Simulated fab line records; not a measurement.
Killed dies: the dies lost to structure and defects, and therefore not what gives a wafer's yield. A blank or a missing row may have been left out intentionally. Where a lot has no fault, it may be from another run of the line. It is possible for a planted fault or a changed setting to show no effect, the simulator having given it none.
A single fault, viewed from 2 desks | flow nand harc | each desk has only its own numbers; what lay behind them comes last

AT THE TOOL OWNER'S DESK: litho track-06
The tool's own readings at NHARC_P_M0_PEB_07 (peb time 65 s): means of the sampled wafers that have a number, for each lot that ran on this tool. Any lot whose mean is over 4 standard deviations away from the usual mean is out of limits and marked OUT; that distance is given in the brackets.
Columns: A = heater power total W at NHARC_P_M0_PEB_07, usual 156.6 W
lot  | first seen here | A
L468 | day 5 19:35     | 156.2
L469 | day 6 06:33     | 156.4
L471 | day 6 16:13     | 156.9
L472 | day 6 23:52     | 156.6
L474 | day 7 14:14     | 162.7 (+14) OUT
This desk's verdict: out of limits on L474, starting with L474 at day 7 14:14 (heater power total W at NHARC_P_M0_PEB_07). In limits: L468, L469, L471, L472.

FROM THE METROLOGY DESK
Means of the sampled wafers that have a number, per lot and without regard to the tool the lot ran on: this is what the gauges read. Any lot whose mean is over 4 standard deviations away from the usual mean is out of limits and marked OUT; that distance is given in the brackets.
Columns: A = cd nm at NHARC_P_M0_CD_MEAS_09, usual 90.1 nm; B = cd nm at NHARC_P_M0_CD_MEAS_16, usual 89.9 nm
lot  | first seen here | A               | B
L468 | day 5 19:40     | 90.4            | 90.9
L469 | day 6 06:38     | 90.5            | 89.7
L471 | day 6 16:18     | 90.0            | 90.1
L472 | day 6 23:58     | 90.1            | 90.2
L474 | day 7 14:19     | 87.8 (-5.9) OUT | 88.2
L475 | day 7 15:17     | 90.1            | 90.1
L485 | day 9 20:18     | 90.7            | 90.5
L487 | day 10 06:37    | 90.2            | 89.6
L488 | day 10 22:13    | 89.8            | 90.3
L489 | day 11 02:23    | 90.3            | 90.5
L490 | day 11 03:56    | 90.2            | 89.8
This desk's verdict: out of limits on L474, starting with L474 at day 7 14:19 (cd nm at NHARC_P_M0_CD_MEAS_09). In limits: L468, L469, L471, L472, L475, L485, L487, L488, L489, L490.

PUT TOGETHER
An alarm could have come from the tool owner's desk at day 7 14:14, on L474.
L474 would have let the metrology desk raise an alarm at day 7 14:19.
Every lot named ran NHARC_P_M0_PEB_07 on litho track-06.

WHAT HAD BEEN PUT IN BY THE SIMULATOR
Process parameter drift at NHARC_P_M0_PEB_07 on litho track-06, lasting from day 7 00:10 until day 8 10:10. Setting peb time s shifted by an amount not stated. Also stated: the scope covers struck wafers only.
Lots struck among those shown: L474.
Hours from the fault's start to each desk's first reading out of limits: the tool owner's desk, 14; the metrology desk, 14.
